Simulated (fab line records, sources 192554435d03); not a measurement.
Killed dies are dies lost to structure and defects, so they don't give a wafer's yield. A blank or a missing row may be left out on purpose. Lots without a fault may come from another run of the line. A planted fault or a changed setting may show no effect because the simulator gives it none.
Chamber matching | flow n5_finfet | N5_BEOL_M1_PRE_CLEAN_60 on cvd_co-01: 3 sister chambers
The step time 15 s. 24 wafers are shown with their chamber, then 12 later ones without.

WAFERS WITH THEIR CHAMBER
wafer  | chamber | heater_power_w (W)
L076.2 | 0       | 64
L076.4 | 1       | 112
L076.6 | 0       | 64
L080.1 | 0       | 63
L080.5 | 2       | 83
L080.6 | 0       | 64
L082.1 | 0       | 65
L082.3 | 1       | 113
L082.5 | 0       | 63
L085.1 | 0       | 64
L085.2 | 2       | 87
L085.3 | 1       | 112
L085.4 | 0       | 65
L085.5 | 2       | 85
L085.6 | 1       | 113
L086.1 | 2       | 88
L086.3 | 1       | 113
L086.5 | 2       | 85
L091.1 | 2       | 88
L091.2 | 0       | 65
L091.6 | 1       | 111
L093.1 | 2       | 86
L093.2 | 0       | 66
L093.3 | 1       | 115

SIGNATURES (means of the wafers above)
reading        | chamber 0 | chamber 1 | chamber 2 | scatter within a chamber
heater_power_w | 64.30     | 112.71    | 86.00     | 1.34
Rule: a wafer's distance from a chamber is the root of the sum, over the readings, of the square of ((its reading less the chamber's mean) divided by the reading's scatter). The wafer belongs to the nearest chamber; if the next one is less than 2 further off, it can't be placed. The scatter: the root of (the sum of the squares of (reading less its chamber's mean) over the shown wafers, divided by (wafers less chambers)).

WAFERS WITHOUT THEIR CHAMBER
wafer  | heater_power_w (W)
L095.1 | 64
L095.3 | 88
L095.6 | 87
L096.2 | 66
L096.3 | 88
L096.6 | 110
L097.1 | 64
L097.2 | 111
L097.3 | 85
L097.4 | 65
L097.5 | 111
L097.6 | 87

WHICH CHAMBER EACH WENT THROUGH
wafer  | from the rows above | in truth
L095.1 | 0                   | 0
L095.3 | 2                   | 2
L095.6 | 2                   | 2
L096.2 | 0                   | 0
L096.3 | 2                   | 2
L096.6 | 1                   | 1
L097.1 | 0                   | 0
L097.2 | 1                   | 1
L097.3 | 2                   | 2
L097.4 | 0                   | 0
L097.5 | 1                   | 1
L097.6 | 2                   | 2
Placed correctly: 12 of 12. Can't be placed from these rows: 0. Placed wrongly: 0.
